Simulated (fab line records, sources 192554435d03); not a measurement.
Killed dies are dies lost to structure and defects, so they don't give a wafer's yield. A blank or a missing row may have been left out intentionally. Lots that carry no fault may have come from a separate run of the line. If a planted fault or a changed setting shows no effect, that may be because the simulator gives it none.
Split-lot experiment	flow n5 finfet	7 lots, 21 wafers read, on a route of 1938 steps

THE SPLIT
At N5_BEOL_M11_VIA_ETCH_34 (etches SiCOH lowk in C4F6/O2, target depth 184.5 nm, time 69.2 s), the setting time s was moved away from the recipe's 69.2 s on 6 of the 21 wafers read, by -17.5% to -6.2%. All remaining wafers had this setting at the recipe value.

The split's own step is where the reading is taken.

THE READING
etch.depth nm (the simulator's own value, which no gauge read), in nm, at N5_BEOL_M11_VIA_ETCH_34 (etches SiCOH lowk in C4F6/O2, target depth 184.5 nm, time 69.2 s). The file gives no usual value for it. Average 184.6 nm, standard deviation 2.4 nm, over the 15 wafers here run with the recipe.

wafer	tool, chamber at the split	time s as run, s	against the recipe	etch.depth nm, nm	against lot-mates on the recipe
L074.2	rie diel-06, 0	69.2	recipe	181.6	-
L074.3	rie diel-06, 1	57.84	-16.4%	155.4	-26.2
L074.5	rie diel-06, 1	57.84	-16.4%	155.9	-25.7
L078.3	rie diel-06, 0	69.2	recipe	183.9	-
L078.5	rie diel-06, 1	64.9	-6.2%	175.8	-8.1
L078.6	rie diel-06, 2	64.9	-6.2%	170.8	-13.1
L082.3	rie diel-02, 1	69.2	recipe	184.2	-
L082.5	rie diel-02, 2	69.2	recipe	184	-
L082.6	rie diel-02, 3	69.2	recipe	180.4	-
L085.1	rie diel-05, 3	69.2	recipe	185.9	-
L085.2	rie diel-05, 1	69.2	recipe	186.9	-
L085.6	rie diel-05, 1	69.2	recipe	185.4	-
L090.2	rie diel-05, 3	57.1	-17.5%	154.8	-32.3
L090.4	rie diel-05, 0	57.1	-17.5%	153.9	-33.2
L090.5	rie diel-05, 1	69.2	recipe	187.1	-
L091.2	rie diel-06, 1	69.2	recipe	186.4	-
L091.3	rie diel-06, 2	69.2	recipe	181.9	-
L091.5	rie diel-06, 1	69.2	recipe	188.7	-
L094.3	rie diel-02, 3	69.2	recipe	182.6	-
L094.4	rie diel-02, 3	69.2	recipe	182.8	-
L094.5	rie diel-02, 0	69.2	recipe	187.8	-

THE FIT
A straight line over all 21 wafers: etch.depth nm changes by +1.75 nm for each +1% of time s; r = +0.98; the points scatter about the line by 2.3 nm.
The same after taking each lot's own level away (the mean of its wafers on the recipe; 21 wafers): +1.74 nm for each +1%; r = +0.98; scatter 2.2 nm.
According to that fit, moving time s by its largest amount changes the reading by 30 nm.
Measured against the standard deviation above, the lots' own levels, which go from 181.60 to 187.10 nm, span 2.3 times it.
So the lot-to-lot level changes the slope little: the two slopes agree.
Check: for one of the wafers moved furthest among these (-17.5%), held out of the fit, the line's prediction against its lot-mates is -29.7 nm. Against them it came out at -32.3 nm.

THE OTHER SPLITS THESE WAFERS WENT THROUGH
Other splits were also applied to these wafers ahead of the reading. Each is held against what the fit with the lots' levels taken away leaves over:
other split on the same wafers	wafers away from the commonest value	r with etch.depth nm (lot level and that fit taken away)
N5_BEOL_M7_COAT_05 spin rpm	5	-0.07
N5_BEOL_M8_ETCH_61 bias w	5	-0.12
N5_BEOL_M8_ETCH_65 source w	8	+0.14
N5_BEOL_M9_EXPOSE_25 dose mj	4	+0.34
N5_BEOL_M10_ETCH_62 time s	6	+0.14

FILE'S OWN FIT
etch.depth nm changes by +1.73 nm for each +1% of time s, r = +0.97.
